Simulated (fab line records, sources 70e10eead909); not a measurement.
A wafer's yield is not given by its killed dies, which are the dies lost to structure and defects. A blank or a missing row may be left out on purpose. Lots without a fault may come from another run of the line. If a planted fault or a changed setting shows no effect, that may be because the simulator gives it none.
fab line records | flow nandHarc
record lots=5 wafers=15 lastDay=33
route steps=1302 shown A_ONON_D1@430 A_CHANNEL_HOLE_D1@450
lots that met no fault: from a run of the same line without faults
startH: hours from the record's first day to the start of the lot's first wafer shown | waitH: time in hours since the lot's previous step | " unchanged from the row above | L1.1+2: one row covering several wafers at once | - either no value or no given start | * or withheld: withheld | < > ~ a bound
route shown NAME@n: a module of which the file shows steps, and the number in the route of the first | usual: mean and standard deviation over wafers with no fault | same: alike in all rows | chamber/n: place in a boat | sites: each site's reading | _std_site: their standard deviation | _edge_site: mean of outer sites minus mean of inner sites | radiusMm: how far each site lies from the wafer's centre | mask NAME#n: copy n | behind: the most recent tool/chamber to have shaped the wafer | hold: what put the lot on hold/how long, in hours/how the hold closed | device: which transistor (n, p or np) failed to switch | end of line: the tests these same wafers got at the end of their route | for a step that has no rows: nothing shown but its recipe | killed: dies lost to structure and defects at the first sort, not the wafer's yield | map: shows each die of a wafer: x if killed, . if not, _ if none is there
set.NAME: the setting the step ran with; set.NAME@STEP: the setting that earlier step ran with | model.NAME: the simulator's own value behind a step, which no gauge read
lots at some steps of the route; a table a step, a row a wafer
services: when a tool's chamber went out of use (startH, in hours from the record's first day, below 0 if earlier), for how many hours, and the reason
## steps
# step NHARC_A_ONON_D1_DEP_09
# recipe targetThkA=10000 n2FlowSccm=2750 n2oFlowSccm=2000 nh3FlowSccm=500 sih4FlowSccm=210 tempC=400
# usual sih4FlowSccm=210.0/0.71
# columns lot.wafer tool chamber startH waitH sih4FlowSccm
L080.3 pecvdOnon-02 0 231.85 0.2 210.4
L080.4 " 0 " " 210.4
L080.6 " 0 " " 210.3
L081.2 pecvdOnon-02 0 242.70 0.1 209.8
L081.3 " 0 " " 209.3
L081.5 " 0 " " 209.7
L084.3 pecvdOnon-02 0 268.07 0.2 210.0
L084.4 " 0 " " 209.4
L084.5 " 0 " " 209.8
L085.1 pecvdOnon-02 0 274.77 0.1 210.7
L085.2 " 0 " " 211.8
L085.6 " 0 " " 210.6
L096.2 pecvdOnon-01 0 392.90 0.1 209.4
L096.4 " 0 " " 209.4
L096.5 " 0 " " 209.0
# step NHARC_A_ONON_D1_THK_MEAS_11
# recipe thkMeasGauge=ellipsometry
# usual thkNm=996/9.7
# columns lot.wafer tool chamber startH waitH thkNm
L080.3 filmMetro-02 - 232.25 - 1001
L080.4 " - " " 1000
L080.6 " - " " 1003
L081.2 filmMetro-02 - 243.16 - 998
L081.3 " - " " 998
L081.5 " - " " 998
L084.3 filmMetro-02 - 268.46 - 991
L084.4 " - " " 990
L084.5 " - " " 992
L085.1 filmMetro-01 - 275.28 - 983
L085.2 " - " " 981
L085.6 " - " " 983
L096.2 filmMetro-01 - 393.35 - 996
L096.4 " - " " 996
L096.5 " - " " 998
# step NHARC_A_ONON_D1_DEP_12
# recipe targetThkA=10000 n2FlowSccm=2750 n2oFlowSccm=2000 nh3FlowSccm=500 sih4FlowSccm=210 tempC=400
# usual sih4FlowSccm=209.9/0.6
# columns lot.wafer tool chamber startH waitH sih4FlowSccm
L080.3 pecvdOnon-02 0 232.42 0.2 210.8
L080.4 " 0 " " 211.3
L080.6 " 0 " " 210.3
L081.2 pecvdOnon-03 0 243.27 0.1 210.1
L081.3 " 0 " " 208.5
L081.5 " 0 " " 209.3
L084.3 pecvdOnon-01 0 268.64 0.2 209.7
L084.4 " 0 " " 209.2
L084.5 " 0 " " 209.3
L085.1 pecvdOnon-02 0 275.34 0.1 209.4
L085.2 " 0 " " 210.1
L085.6 " 0 " " 209.8
L096.2 pecvdOnon-03 0 393.47 0.1 210.8
L096.4 " 0 " " 210.5
L096.5 " 0 " " 210.8
# step NHARC_A_ONON_D1_THK_MEAS_14
# recipe thkMeasGauge=ellipsometry
# usual thkNm=995/8.4
# columns lot.wafer tool chamber startH waitH thkNm
L080.3 filmMetro-01 - 232.81 - 1003
L080.4 " - " " 1004
L080.6 " - " " 1004
L081.2 filmMetro-02 - 243.72 - 1006
L081.3 " - " " 1007
L081.5 " - " " 1008
L084.3 filmMetro-02 - 269.03 - 996
L084.4 " - " " 996
L084.5 " - " " 995
L085.1 filmMetro-02 - 275.85 - 1002
L085.2 " - " " 1004
L085.6 " - " " 1001
L096.2 filmMetro-02 - 393.92 - 976
L096.4 " - " " 976
L096.5 " - " " 978
# step NHARC_A_ONON_D1_ANNEAL_15
# recipe tempC=750 timeS=3600
# usual zonePowerBottomPct=21.3/2.4
# columns lot.wafer tool chamber startH waitH zonePowerBottomPct
L080.3 furnace-02 0 236.20 3.4 23.4
L080.4 " 0 " " 23.5
L080.6 " 0 " " 23.2
L081.2 furnace-08 0 249.80 6.1 18.0
L081.3 " 0 " " 18.0
L081.5 " 0 " " 18.2
L084.3 furnace-02 0 272.42 3.4 23.0
L084.4 " 0 " " 23.0
L084.5 " 0 " " 23.6
L085.1 furnace-08 0 280.54 4.7 18.1
L085.2 " 0 " " 18.4
L085.6 " 0 " " 18.2
L096.2 furnace-02 0 397.31 3.4 23.5
L096.4 " 0 " " 22.5
L096.5 " 0 " " 23.5
# step NHARC_A_ONON_D1_DEP_16
# recipe targetThkA=10000 n2FlowSccm=2750 n2oFlowSccm=2000 nh3FlowSccm=500 sih4FlowSccm=210 tempC=400
# usual sih4FlowSccm=210.0/0.56
# columns lot.wafer tool chamber startH waitH sih4FlowSccm
L080.3 pecvdOnon-01 0 240.22 0.2 210.4
L080.4 " 0 " " 209.8
L080.6 " 0 " " 210.6
L081.2 pecvdOnon-01 0 253.71 0.1 210.1
L081.3 " 0 " " 210.6
L081.5 " 0 " " 210.7
L084.3 pecvdOnon-02 0 276.41 0.2 210.0
L084.4 " 0 " " 209.8
L084.5 " 0 " " 210.4
L085.1 pecvdOnon-03 0 284.50 0.1 210.1
L085.2 " 0 " " 210.1
L085.6 " 0 " " 209.5
L096.2 pecvdOnon-03 0 401.28 0.1 209.7
L096.4 " 0 " " 209.1
L096.5 " 0 " " 209.2
# step NHARC_A_ONON_D1_THK_MEAS_18
# recipe thkMeasGauge=ellipsometry
# usual thkNm=1000/9.4
# columns lot.wafer tool chamber startH waitH thkNm
L080.3 filmMetro-02 - 240.61 - 997
L080.4 " - " " 996
L080.6 " - " " 996
L081.2 filmMetro-01 - 254.16 - 999
L081.3 " - " " 999
L081.5 " - " " 1000
L084.3 filmMetro-02 - 276.80 - 1013
L084.4 " - " " 1011
L084.5 " - " " 1012
L085.1 filmMetro-02 - 285.01 - 1011
L085.2 " - " " 1011
L085.6 " - " " 1011
L096.2 filmMetro-01 - 401.73 - 996
L096.4 " - " " 994
L096.5 " - " " 993
# step NHARC_A_ONON_D1_DEP_19
# recipe targetThkA=10000 n2FlowSccm=2750 n2oFlowSccm=2000 nh3FlowSccm=500 sih4FlowSccm=210 tempC=400
# usual sih4FlowSccm=210.0/0.61
# columns lot.wafer tool chamber startH waitH sih4FlowSccm
L080.3 pecvdOnon-03 0 240.78 0.2 210.7
L080.4 " 0 " " 210.0
L080.6 " 0 " " 209.6
L081.2 pecvdOnon-02 0 254.28 0.1 210.8
L081.3 " 0 " " 210.4
L081.5 " 0 " " 211.0
L084.3 pecvdOnon-03 0 276.97 0.2 209.5
L084.4 " 0 " " 210.9
L084.5 " 0 " " 210.3
L085.1 pecvdOnon-02 0 285.06 0.1 209.9
L085.2 " 0 " " 210.5
L085.6 " 0 " " 210.0
L096.2 pecvdOnon-01 0 401.85 0.1 210.6
L096.4 " 0 " " 209.9
L096.5 " 0 " " 209.6
# step NHARC_A_ONON_D1_THK_MEAS_21
# recipe thkMeasGauge=ellipsometry
# usual thkNm=998/9.3
# columns lot.wafer tool chamber startH waitH thkNm
L080.3 filmMetro-01 - 241.18 - 1001
L080.4 " - " " 1002
L080.6 " - " " 1002
L081.2 filmMetro-01 - 254.73 - 998
L081.3 " - " " 997
L081.5 " - " " 998
L084.3 filmMetro-01 - 277.36 - 988
L084.4 " - " " 989
L084.5 " - " " 989
L085.1 filmMetro-02 - 285.58 - 998
L085.2 " - " " 999
L085.6 " - " " 996
L096.2 filmMetro-01 - 402.30 - 1017
L096.4 " - " " 1016
L096.5 " - " " 1016
# step NHARC_A_ONON_D1_DEP_22
# recipe targetThkA=10000 n2FlowSccm=2750 n2oFlowSccm=2000 nh3FlowSccm=500 sih4FlowSccm=210 tempC=400
# usual sih4FlowSccm=209.9/0.75
# columns lot.wafer tool chamber startH waitH sih4FlowSccm
L080.3 pecvdOnon-03 0 241.35 0.2 209.6
L080.4 " 0 " " 209.6
L080.6 " 0 " " 208.7
L081.2 pecvdOnon-03 0 254.84 0.1 210.8
L081.3 " 0 " " 209.9
L081.5 " 0 " " 210.3
L084.3 pecvdOnon-02 0 277.54 0.2 208.9
L084.4 " 0 " " 209.9
L084.5 " 0 " " 209.2
L085.1 pecvdOnon-03 0 285.63 0.1 210.0
L085.2 " 0 " " 210.6
L085.6 " 0 " " 210.7
L096.2 pecvdOnon-02 0 402.41 0.1 208.8
L096.4 " 0 " " 208.1
L096.5 " 0 " " 208.6
# step NHARC_A_ONON_D1_THK_MEAS_24
# recipe thkMeasGauge=ellipsometry
# usual thkNm=1001/10
# columns lot.wafer tool chamber startH waitH thkNm
L080.3 filmMetro-01 - 241.74 - 1021
L080.4 " - " " 1023
L080.6 " - " " 1021
L081.2 filmMetro-02 - 255.30 - 984
L081.3 " - " " 986
L081.5 " - " " 985
L084.3 filmMetro-02 - 277.93 - 982
L084.4 " - " " 983
L084.5 " - " " 983
L085.1 filmMetro-02 - 286.14 - 1002
L085.2 " - " " 1002
L085.6 " - " " 1003
L096.2 filmMetro-01 - 402.86 - 1010
L096.4 " - " " 1010
L096.5 " - " " 1010
# step NHARC_A_ONON_D1_DEP_25
# recipe targetThkA=10000 n2FlowSccm=2750 n2oFlowSccm=2000 nh3FlowSccm=500 sih4FlowSccm=210 tempC=400
# usual sih4FlowSccm=209.8/0.56
# columns lot.wafer tool chamber startH waitH sih4FlowSccm
L080.3 pecvdOnon-03 0 241.91 0.2 209.9
L080.4 " 0 " " 210.0
L080.6 " 0 " " 211.0
L081.2 pecvdOnon-01 0 255.41 0.1 209.3
L081.3 " 0 " " 208.8
L081.5 " 0 " " 210.6
L084.3 pecvdOnon-03 0 278.10 0.2 210.6
L084.4 " 0 " " 209.9
L084.5 " 0 " " 210.4
L085.1 pecvdOnon-01 0 286.20 0.1 211.0
L085.2 " 0 " " 210.9
L085.6 " 0 " " 209.3
L096.2 pecvdOnon-01 0 402.98 0.1 210.1
L096.4 " 0 " " 209.4
L096.5 " 0 " " 210.8
# step NHARC_A_ONON_D1_THK_MEAS_27
# recipe thkMeasGauge=ellipsometry
# usual thkNm=998/8
# columns lot.wafer tool chamber startH waitH thkNm
L080.3 filmMetro-01 - 242.31 - 1006
L080.4 " - " " 1006
L080.6 " - " " 1006
L081.2 filmMetro-02 - 255.87 - 1007
L081.3 " - " " 1008
L081.5 " - " " 1006
L084.3 filmMetro-02 - 278.50 - 1003
L084.4 " - " " 1003
L084.5 " - " " 1004
L085.1 filmMetro-01 - 286.70 - 1000
L085.2 " - " " 1000
L085.6 " - " " 999
L096.2 filmMetro-01 - 403.43 - 1004
L096.4 " - " " 1003
L096.5 " - " " 1002
# step NHARC_A_ONON_D1_DEP_28
# recipe targetThkA=10000 n2FlowSccm=2750 n2oFlowSccm=2000 nh3FlowSccm=500 sih4FlowSccm=210 tempC=400
# usual sih4FlowSccm=210.1/0.65
# columns lot.wafer tool chamber startH waitH sih4FlowSccm
L080.3 pecvdOnon-03 0 242.48 0.2 210.7
L080.4 " 0 " " 210.3
L080.6 " 0 " " 210.0
L081.2 pecvdOnon-02 0 255.98 0.1 209.8
L081.3 " 0 " " 211.1
L081.5 " 0 " " 210.2
L084.3 pecvdOnon-02 0 278.67 0.2 211.3
L084.4 " 0 " " 209.6
L084.5 " 0 " " 209.8
L085.1 pecvdOnon-02 0 286.76 0.1 209.4
L085.2 " 0 " " 208.6
L085.6 " 0 " " 209.4
L096.2 pecvdOnon-02 0 403.54 0.1 210.8
L096.4 " 0 " " 210.8
L096.5 " 0 " " 211.0
# step NHARC_A_ONON_D1_THK_MEAS_30
# recipe thkMeasGauge=ellipsometry
# usual thkNm=1004/9
# columns lot.wafer tool chamber startH waitH thkNm
L080.3 filmMetro-01 - 242.87 - 1002
L080.4 " - " " 1001
L080.6 " - " " 1003
L081.2 filmMetro-01 - 256.44 - 997
L081.3 " - " " 999
L081.5 " - " " 998
L084.3 filmMetro-01 - 279.09 - 1012
L084.4 " - " " 1009
L084.5 " - " " 1010
L085.1 filmMetro-01 - 287.27 - 1000
L085.2 " - " " 1001
L085.6 " - " " 1003
L096.2 filmMetro-02 - 404.00 - 1003
L096.4 " - " " 1002
L096.5 " - " " 1003
# step NHARC_A_ONON_D1_DEP_33
# recipe targetThkA=2000 tempC=400 pressureTorr=6.5 rfW=900 teosFlowSccm=161.4 flowSccm=2650 targetThkNm=200 gas=O2 material=SiO2
# usual heaterPowerW=549/82 throttleValvePct=16.1/0.51
# columns lot.wafer tool chamber startH waitH heaterPowerW throttleValvePct
L080.3 pecvd-04 0 243.07 0.2 455 16.3
L080.4 " 2 " " 512 16.1
L080.6 " 0 " " 471 16.3
L081.2 pecvd-01 0 256.56 0.1 611 15.9
L081.3 " 0 " " 623 16.1
L081.5 " 1 " " 698 16.1
L084.3 pecvd-01 2 279.23 0.1 557 15.9
L084.5 " 0 " " 624 16.1
L084.4 " 2 " " 599 16.3
L085.1 pecvd-01 2 287.33 0.1 596 16.2
L085.2 " 0 " " 589 16.3
L085.6 " 1 " " 682 15.6
L096.2 pecvd-04 2 404.14 0.1 496 16.4
L096.5 " 0 " " 487 16.1
L096.4 " 2 " " 502 16.6
# step NHARC_A_ONON_D1_THK_MEAS_34
# recipe thkMeasGauge=ellipsometry
# usual thkNm=199/3.6
# columns lot.wafer tool chamber startH waitH thkNm
L080.3 filmMetro-01 - 243.48 0.3 198
L080.4 " - " " 194
L080.6 " - " " 197
L081.2 filmMetro-01 - 257.04 0.4 193
L081.3 " - " " 194
L081.5 " - " " 194
L084.3 filmMetro-02 - 279.56 - 197
L084.4 " - " " 200
L084.5 " - " " 198
L085.1 filmMetro-01 - 287.74 - 199
L085.2 " - " " 195
L085.6 " - " " 199
L096.2 filmMetro-02 - 404.47 - 195
L096.4 " - " " 197
L096.5 " - " " 201
# step NHARC_A_ONON_D1_INSPECT_32
# usual rawDefectCount=68/26
# columns lot.wafer tool chamber startH waitH rawDefectCount
L080.3 defectInspect-02 - 243.57 0.0 72
L080.4 " - " " 56
L080.6 " - " " 71
L081.2 defectInspect-02 - 257.10 0.0 41
L081.3 " - " " 37
L081.5 " - " " 21
L084.3 defectInspect-01 - 279.62 0.0 58
L084.4 " - " " 46
L084.5 " - " " 57
L085.1 defectInspect-02 - 287.80 0.0 47
L085.2 " - " " 57
L085.6 " - " " 107
L096.2 defectInspect-02 - 404.53 0.0 55
L096.4 " - " " 69
L096.5 " - " " 70
# step NHARC_A_CHANNEL_HOLE_D1_DEP_00
# recipe targetThkA=31000 tempC=400 material=aC
# usual throttleValvePct=34.999/0.0094
# columns lot.wafer tool chamber startH waitH throttleValvePct
L080.3 aclDep-03 0 244.27 0.7 34.997
L080.4 " 0 " " 34.978
L080.6 " 0 " " 34.985
L081.2 aclDep-01 0 261.89 4.8 34.998
L081.3 " 0 " " 34.989
L081.5 " 0 " " 34.996
L084.3 aclDep-01 0 280.75 1.1 34.994
L084.4 " 0 " " 35.015
L084.5 " 0 " " 35.001
L085.1 aclDep-01 0 287.87 0.1 35.005
L085.2 " 0 " " 34.999
L085.6 " 0 289.45 1.6 34.993
L096.2 aclDep-03 0 404.91 0.4 35.002
L096.4 " 0 " " 34.998
L096.5 " 0 " " 35.000
# step NHARC_A_CHANNEL_HOLE_D1_DEP_01
# recipe targetThkA=1400 targetThkNm=140 tempC=400 pressureTorr=3.5 flowSccm=200 rfW=350 material=SiON
# usual heaterPowerW=750/110
# columns lot.wafer tool chamber startH waitH heaterPowerW
L080.3 pecvd-02 0 245.61 1.0 699
L080.4 " 2 " " 608
L080.6 " 0 " " 703
L081.3 pecvd-02 1 263.49 1.0 790
L081.2 " 0 " " 612
L081.5 " 0 " " 621
L084.3 pecvd-03 1 282.04 1.0 889
L084.5 " 1 " " 904
L084.4 " 0 " " 662
L085.1 pecvd-02 2 289.79 1.6 578
L085.2 " 0 " " 693
L085.6 " 1 " " 885
L096.2 pecvd-02 0 406.59 1.4 624
L096.5 " 1 " " 949
L096.4 " 2 " " 575
# step NHARC_A_CHANNEL_HOLE_D1_DEHYDRATE_02
# recipe tempC=150 timeS=120
# usual plateTempC=150.04/0.16
# columns lot.wafer tool chamber startH waitH plateTempC
L080.3 lithoTrack-06 0 245.85 0.2 150.24
L080.4 " 0 " " 149.97
L080.6 " 0 " " 149.88
L081.2 lithoTrack-04 0 263.77 0.2 149.90
L081.3 " 0 " " 149.96
L081.5 " 0 " " 150.09
L084.3 lithoTrack-06 0 282.31 0.2 150.12
L084.4 " 0 " " 150.22
L084.5 " 0 " " 150.20
L085.1 lithoTrack-04 0 290.07 0.2 150.25
L085.2 " 0 " " 149.87
L085.6 " 0 " " 150.13
L096.2 lithoTrack-04 0 406.80 0.2 150.04
L096.4 " 0 " " 149.95
L096.5 " 0 " " 149.80
# step NHARC_A_CHANNEL_HOLE_D1_HMDS_03
# recipe timeS=30
# columns lot.wafer tool chamber startH waitH
L080.3+4+6 lithoTrack-06 0 - -
L081.2+3+5 lithoTrack-04 0 - -
L084.3+4+5 lithoTrack-06 0 - -
L085.1+2+6 lithoTrack-04 0 - -
L096.2+4+5 lithoTrack-04 0 - -
# step NHARC_A_CHANNEL_HOLE_D1_COAT_36
# recipe tempC=260 timeS=75
# usual plateTempC=259.99/0.19
# columns lot.wafer tool chamber startH waitH plateTempC
L080.3 lithoTrack-06 0 - - 259.98
L080.4 " 0 " " 260.06
L080.6 " 0 " " 259.87
L081.2 lithoTrack-04 0 - - 259.88
L081.3 " 0 " " 259.81
L081.5 " 0 " " 259.99
L084.3 lithoTrack-06 0 - - 260.26
L084.4 " 0 " " 260.00
L084.5 " 0 " " 259.98
L085.1 lithoTrack-04 0 - - 259.95
L085.2 " 0 " " 260.03
L085.6 " 0 " " 259.89
L096.2 lithoTrack-04 0 - - 260.07
L096.4 " 0 " " 260.27
L096.5 " 0 " " 260.05
# step NHARC_A_CHANNEL_HOLE_D1_COAT_37
# recipe tempC=225 timeS=65
# usual plateTempC=224.96/0.2
# columns lot.wafer tool chamber startH waitH plateTempC
L080.3 lithoTrack-06 0 - - 225.23
L080.4 " 0 " " 224.85
L080.6 " 0 " " 225.01
L081.2 lithoTrack-04 0 - - 224.96
L081.3 " 0 " " 224.76
L081.5 " 0 " " 224.65
L084.3 lithoTrack-06 0 - - 224.92
L084.4 " 0 " " 225.45
L084.5 " 0 " " 225.41
L085.1 lithoTrack-04 0 - - 224.69
L085.2 " 0 " " 224.99
L085.6 " 0 " " 224.90
L096.2 lithoTrack-04 0 - - 224.67
L096.4 " 0 " " 224.97
L096.5 " 0 " " 224.90
# step NHARC_A_CHANNEL_HOLE_D1_COAT_04
# recipe spinRpm=1500 resistThkNm=90
# columns lot.wafer tool chamber startH waitH
L080.3+4+6 lithoTrack-06 0 - -
L081.2+3+5 lithoTrack-04 0 - -
L084.3+4+5 lithoTrack-06 0 - -
L085.1+2+6 lithoTrack-04 0 - -
L096.2+4+5 lithoTrack-04 0 - -
# step NHARC_A_CHANNEL_HOLE_D1_SOFTBAKE_05
# recipe tempC=105 timeS=55
# usual plateTempC=105.02/0.13
# columns lot.wafer tool chamber startH waitH plateTempC
L080.3 lithoTrack-06 0 - - 104.86
L080.4 " 0 " " 104.87
L080.6 " 0 " " 104.92
L081.2 lithoTrack-04 0 - - 104.98
L081.3 " 0 " " 104.86
L081.5 " 0 " " 105.13
L084.3 lithoTrack-06 0 - - 104.86
L084.4 " 0 " " 104.92
L084.5 " 0 " " 105.12
L085.1 lithoTrack-04 0 - - 104.90
L085.2 " 0 " " 105.04
L085.6 " 0 " " 105.06
L096.2 lithoTrack-04 0 - - 105.01
L096.4 " 0 " " 104.97
L096.5 " 0 " " 104.92
# step NHARC_A_CHANNEL_HOLE_D1_EBR_06
# columns lot.wafer tool chamber startH waitH
L080.3+4+6 lithoTrack-06 0 - -
L081.2+3+5 lithoTrack-04 0 - -
L084.3+4+5 lithoTrack-06 0 - -
L085.1+2+6 lithoTrack-04 0 - -
L096.2+4+5 lithoTrack-04 0 - -
# step NHARC_A_CHANNEL_HOLE_D1_EXPOSE_07
# recipe na=1.35 targetCdNm=100 sigmaOuter=0.3 doseMj=59.65 maskId=HOLE_D1
# usual exposureDoseMJCm2=59.58/0.074 stageVelMmS=499.97/0.28
# columns lot.wafer tool chamber startH waitH mask exposureDoseMJCm2 stageVelMmS
L080.3 arfiScanner-01 0 246.17 - HOLE_D1#0 59.59 499.65
L080.4 " 0 " " HOLE_D1#0 59.58 499.69
L080.6 " 0 " " HOLE_D1#0 59.56 499.55
L081.2 arfiScanner-03 0 264.08 - HOLE_D1#0 59.55 499.85
L081.3 " 0 " " HOLE_D1#0 59.56 500.04
L081.5 " 0 " " HOLE_D1#0 59.57 499.88
L084.3 arfiScanner-02 0 282.63 - HOLE_D1#0 59.58 500.16
L084.4 " 0 " " HOLE_D1#0 59.53 500.55
L084.5 " 0 " " HOLE_D1#0 59.52 500.59
L085.1 arfiScanner-02 0 290.25 - HOLE_D1#0 59.56 500.30
L085.2 " 0 " " HOLE_D1#0 59.60 500.15
L085.6 " 0 " " HOLE_D1#0 59.53 500.80
L096.2 arfiScanner-01 0 407.12 - HOLE_D1#0 59.68 499.41
L096.4 " 0 " " HOLE_D1#0 59.64 499.84
L096.5 " 0 " " HOLE_D1#0 59.54 499.68
# step NHARC_A_CHANNEL_HOLE_D1_PEB_08
# recipe pebTempC=100 pebTimeS=65
# usual plateTempC=100.00/0.12
# columns lot.wafer tool chamber startH waitH plateTempC
L080.3 lithoTrack-01 0 246.22 0.0 99.93
L080.4 " 0 " " 100.08
L080.6 " 0 " " 100.11
L081.2 lithoTrack-06 0 264.14 0.1 99.97
L081.3 " 0 " " 100.09
L081.5 " 0 " " 100.00
L084.3 lithoTrack-04 0 282.69 0.0 99.98
L084.4 " 0 " " 99.98
L084.5 " 0 " " 99.82
L085.1 lithoTrack-01 0 290.31 0.1 99.94
L085.2 " 0 " " 99.96
L085.6 " 0 " " 100.10
L096.2 lithoTrack-06 0 407.18 0.1 100.00
L096.4 " 0 " " 100.04
L096.5 " 0 " " 100.22
# step NHARC_A_CHANNEL_HOLE_D1_DEVELOP_09
# recipe developTimeS=35 devTempC=23
# columns lot.wafer tool chamber startH waitH
L080.3+4+6 lithoTrack-01 0 - -
L081.2+3+5 lithoTrack-06 0 - -
L084.3+4+5 lithoTrack-04 0 - -
L085.1+2+6 lithoTrack-01 0 - -
L096.2+4+5 lithoTrack-06 0 - -
# step NHARC_A_CHANNEL_HOLE_D1_CD_MEAS_10
# recipe targetCdNm=100 landingEnergyEv=500
# usual cdNm=100.3/0.78
# columns lot.wafer tool chamber startH waitH cdNm
L080.3 cdSem-01 0 246.30 - 99.9
L080.4 " 0 " " 100.7
L080.6 " 0 " " 99.8
L081.2 cdSem-03 0 264.22 - 101.2
L081.3 " 0 " " 101.5
L081.5 " 0 " " 100.7
L084.3 cdSem-02 0 282.77 - 100.0
L084.4 " 0 " " 99.6
L084.5 " 0 " " 98.3
L085.1 cdSem-02 0 290.39 - 100.5
L085.2 " 0 " " 101.1
L085.6 " 0 " " 100.6
L096.2 cdSem-02 0 407.26 - 100.7
L096.4 " 0 " " 100.2
L096.5 " 0 " " 100.8
# step NHARC_A_CHANNEL_HOLE_D1_OVL_MEAS_11
# usual overlayXNm=0.1/0.77 overlayYNm=0.0/1
# columns lot.wafer tool chamber startH waitH overlayXNm overlayYNm
L080.3 overlay-01 - 246.39 - -1.1 0.2
L080.4 " - " " -1.3 0.5
L080.6 " - " " -1.4 0.3
L081.2 overlay-02 - 264.30 - 0.2 1.0
L081.3 " - " " 0.5 1.0
L081.5 " - " " 0.0 1.0
L084.3 overlay-02 - 282.85 - 1.5 1.1
L084.4 " - " " 1.1 0.7
L084.5 " - " " 0.7 0.2
L085.1 overlay-01 - 290.48 - 0.0 0.4
L085.2 " - " " -0.2 0.2
L085.6 " - " " 0.0 -0.1
L096.2 overlay-02 - 407.34 - 0.2 -0.4
L096.4 " - " " 0.6 -0.6
L096.5 " - " " 0.4 -1.0
# step NHARC_A_CHANNEL_HOLE_D1_INSPECT_12
# usual rawDefectCount=5.2/2.6
# columns lot.wafer tool chamber startH waitH rawDefectCount
L080.3 defectInspect-02 - 246.42 0.0 7
L080.4 " - " " 7
L080.6 " - " " 4
L081.2 defectInspect-02 - 264.34 0.0 3
L081.3 " - " " 5
L081.5 " - " " 5
L084.3 defectInspect-01 - 282.89 0.0 4
L084.4 " - " " 2
L084.5 " - " " 4
L085.1 defectInspect-02 - 290.52 0.0 3
L085.2 " - " " 1
L085.6 " - " " 6
L096.2 defectInspect-01 - 407.38 0.0 7
L096.4 " - " " 5
L096.5 " - " " 4
# step NHARC_A_CHANNEL_HOLE_D1_DESCUM_15
# recipe timeS=3 o2FlowSccm=200 arFlowSccm=0 biasPowerW=0 chemistry=O2
# usual drypumpMotorCurrentA=5.8/0.42 oesProductAu=1.001/0.012 rfVppV=57.5/0.95 showerheadPlenumPTorr=1.87/0.096 throttleValvePct=11.311/0.009
# columns lot.wafer tool chamber startH waitH drypumpMotorCurrentA oesProductAu rfHoursCounterH rfVppV showerheadPlenumPTorr throttleValvePct
L080.4 rieDiel-06 1 246.48 0.1 5.9 0.979 10 56.1 1.82 11.315
L080.3 " 2 " " 5.8 0.998 11 58.8 2.00 11.292
L080.6 " 2 " " 5.8 0.994 - 58.3 2.00 11.310
L081.3 rieDiel-06 1 264.42 0.1 5.9 0.976 12 57.4 1.82 11.315
L081.2 " 2 " " 5.8 1.002 13 58.4 2.00 11.318
L081.5 " 0 " " 6.4 1.002 - 57.0 1.80 11.309
L084.3 rieDiel-04 1 282.95 0.1 6.0 0.996 23 56.0 1.78 11.304
L084.4 " 3 " " 5.5 0.968 26 58.0 2.07 11.326
L084.5 " 2 " " 4.8 1.018 - 56.5 1.96 11.308
L085.1 rieDiel-06 2 290.58 0.1 5.8 1.004 16 59.3 1.99 11.310
L085.2 " 1 " " 5.9 0.990 15 58.0 1.82 11.318
L085.6 " 3 " " 6.1 1.005 - 56.4 1.79 11.311
L096.4 rieDiel-04 3 407.44 0.1 5.5 1.001 10 59.6 2.05 11.305
L096.2 " 0 " " 5.3 0.992 9 59.1 1.99 11.312
L096.5 " 0 " " 5.3 0.994 - 58.8 1.99 11.331
# step NHARC_A_CHANNEL_HOLE_D1_ETCH_38
# recipe targetDepthA=390 overEtchFrac=0.3 timeS=65 ionEnergyEv=80 cf4FlowSccm=150 arFlowSccm=0 rfW=300 biasW=100 chemistry=CF4
# usual drypumpMotorCurrentA=5.9/0.42 oesProductAu=1.001/0.01 rfVppV=150.7/1.4 showerheadPlenumPTorr=1.73/0.083 throttleValvePct=13.284/0.0091
# columns lot.wafer tool chamber startH waitH drypumpMotorCurrentA oesProductAu rfHoursCounterH rfVppV showerheadPlenumPTorr throttleValvePct
L080.4 rieDiel-06 0 246.58 0.1 6.5 0.992 9 148.4 1.67 13.311
L080.3 " 1 " " 5.9 0.970 10 149.5 1.69 13.284
L080.6 " 2 " " 5.8 1.001 - 151.7 1.84 13.295
L081.2 rieDiel-06 3 264.49 0.1 6.1 1.015 11 148.8 1.66 13.281
L081.3 " 2 " " 5.8 0.996 13 152.9 1.84 13.296
L081.5 " 3 " " 6.1 1.006 - 149.7 1.66 13.277
L084.4 rieDiel-04 3 283.03 0.1 5.5 0.989 26 152.1 1.90 13.281
L084.3 " 0 " " 5.3 0.988 19 150.6 1.85 13.295
L084.5 " 3 " " 5.5 0.985 - 153.0 1.90 13.287
L085.1 rieDiel-06 3 290.67 0.1 6.0 1.010 15 150.8 1.66 13.289
L085.2 " 0 " " 6.4 0.997 13 150.7 1.67 13.295
L085.6 " 2 " " 5.8 1.002 - 152.1 1.84 13.283
L096.2 rieDiel-04 2 407.52 0.1 4.8 1.002 10 150.1 1.80 13.283
L096.4 " 0 " " 5.3 0.988 9 152.1 1.84 13.292
L096.5 " 2 " " 4.8 1.008 - 152.1 1.80 13.285
## services
# columns tool chamber startH hours kind
pecvd-01 - 211.07 1.8 repair
arfiScanner-01 - 212.05 2.5 repair
furnace-02 - 215.97 3.9 repair
rieDiel-04 3 220.18 7.9 repair
pecvdOnon-03 - 227.07 13.0 pm
pecvd-02 - 227.80 13.0 pm
pecvd-01 - 228.00 5.8 repair
pecvd-01 2 255.69 17.1 repair
pecvd-01 1 262.29 4.7 repair
pecvdOnon-01 - 269.00 13.0 pm
pecvd-02 - 274.68 0.3 repair
rieDiel-04 1 287.23 1.5 repair
rieDiel-04 - 295.55 0.4 repair
rieDiel-06 - 307.23 9.0 pm
pecvd-01 - 311.72 13.0 pm
pecvd-02 - 329.40 0.5 repair
lithoTrack-01 - 330.00 7.0 pm
lithoTrack-06 - 354.00 7.0 pm
rieDiel-04 - 355.05 9.0 pm
pecvd-01 0 362.69 26.1 repair
pecvdOnon-02 - 366.00 13.0 pm
aclDep-01 - 370.23 13.0 pm
rieDiel-04 1 373.40 9.3 repair
lithoTrack-04 - 378.00 7.0 pm
## key
fault none
